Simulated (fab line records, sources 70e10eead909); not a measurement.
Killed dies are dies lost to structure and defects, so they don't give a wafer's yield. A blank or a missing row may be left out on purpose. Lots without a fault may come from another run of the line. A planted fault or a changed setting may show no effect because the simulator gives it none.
Chamber matching | flow nand_harc | NHARC_A_SLIT_ETCH_29 on rie_diel-03: 4 sister chambers
The step etches the open film in CF4/O2, target depth 100 nm, overetch 10 nm, time 55 s. 18 wafers are shown with their chamber, then 9 later ones without.

WAFERS WITH THEIR CHAMBER
wafer  | chamber | drypump_motor_current_A (A) | rf_vpp_V (V) | oes_product_au (a.u.)
L079.1 | 1       | 4.7                         | 198.2        | 0.999
L079.2 | 3       | 5.5                         | 194.9        | 0.996
L079.4 | 2       | 6.6                         | 198.4        | 0.990
L078.1 | 0       | 5.8                         | 198.6        | 1.013
L078.3 | 3       | 5.6                         | 195.8        | 1.002
L078.4 | 1       | 4.7                         | 198.8        | 1.013
L080.1 | 2       | 6.6                         | 199.2        | 0.999
L080.3 | 3       | 5.6                         | 196.1        | 1.004
L080.5 | 1       | 4.7                         | 199.3        | 1.001
L082.1 | 2       | 6.6                         | 199.3        | 0.993
L082.3 | 3       | 5.5                         | 198.4        | 0.988
L082.6 | 3       | 5.5                         | 196.1        | 0.989
L086.3 | 3       | 5.5                         | 195.8        | 0.994
L086.4 | 1       | 4.7                         | 198.2        | 1.008
L086.6 | 0       | 5.8                         | 198.8        | 1.010
L087.2 | 0       | 5.8                         | 197.9        | 1.011
L087.5 | 3       | 5.5                         | 195.3        | 1.007
L087.6 | 2       | 6.6                         | 199.4        | 0.984

SIGNATURES (means of the wafers above)
reading                 | chamber 0 | chamber 1 | chamber 2 | chamber 3 | scatter within a chamber
drypump_motor_current_A | 5.800     | 4.700     | 6.600     | 5.529     | 0.0319
rf_vpp_V                | 198.433   | 198.625   | 199.075   | 196.057   | 0.822
oes_product_au          | 1.01133   | 1.00525   | 0.99150   | 0.99714   | 0.00641
Rule: a wafer's distance from a chamber is the root of the sum, over the readings, of the square of ((its reading less the chamber's mean) divided by the reading's scatter). The wafer belongs to the nearest chamber; if the next one is less than 2 further off, it can't be placed. The scatter: the root of (the sum of the squares of (reading less its chamber's mean) over the shown wafers, divided by (wafers less chambers)).

WAFERS WITHOUT THEIR CHAMBER
wafer  | drypump_motor_current_A (A) | rf_vpp_V (V) | oes_product_au (a.u.)
L089.2 | 4.7                         | 199.5        | 0.995
L089.4 | 5.5                         | 195.9        | 1.003
L089.5 | 4.7                         | 198.4        | 0.998
L088.2 | 5.8                         | 198.6        | 1.004
L088.4 | 5.5                         | 195.0        | 0.991
L088.5 | 5.8                         | 198.1        | 1.009
L096.1 | 5.8                         | 197.7        | 1.000
L096.2 | 6.6                         | 200.2        | 1.010
L096.3 | 5.5                         | 195.7        | 0.999

WHICH CHAMBER EACH WENT THROUGH
wafer  | from the rows above | in truth
L089.2 | 1                   | 1
L089.4 | 3                   | 3
L089.5 | 1                   | 1
L088.2 | 0                   | 0
L088.4 | 3                   | 3
L088.5 | 0                   | 0
L096.1 | 0                   | 0
L096.2 | 2                   | 2
L096.3 | 3                   | 3
Placed correctly: 9 of 9. Can't be placed from these rows: 0. Placed wrongly: 0.
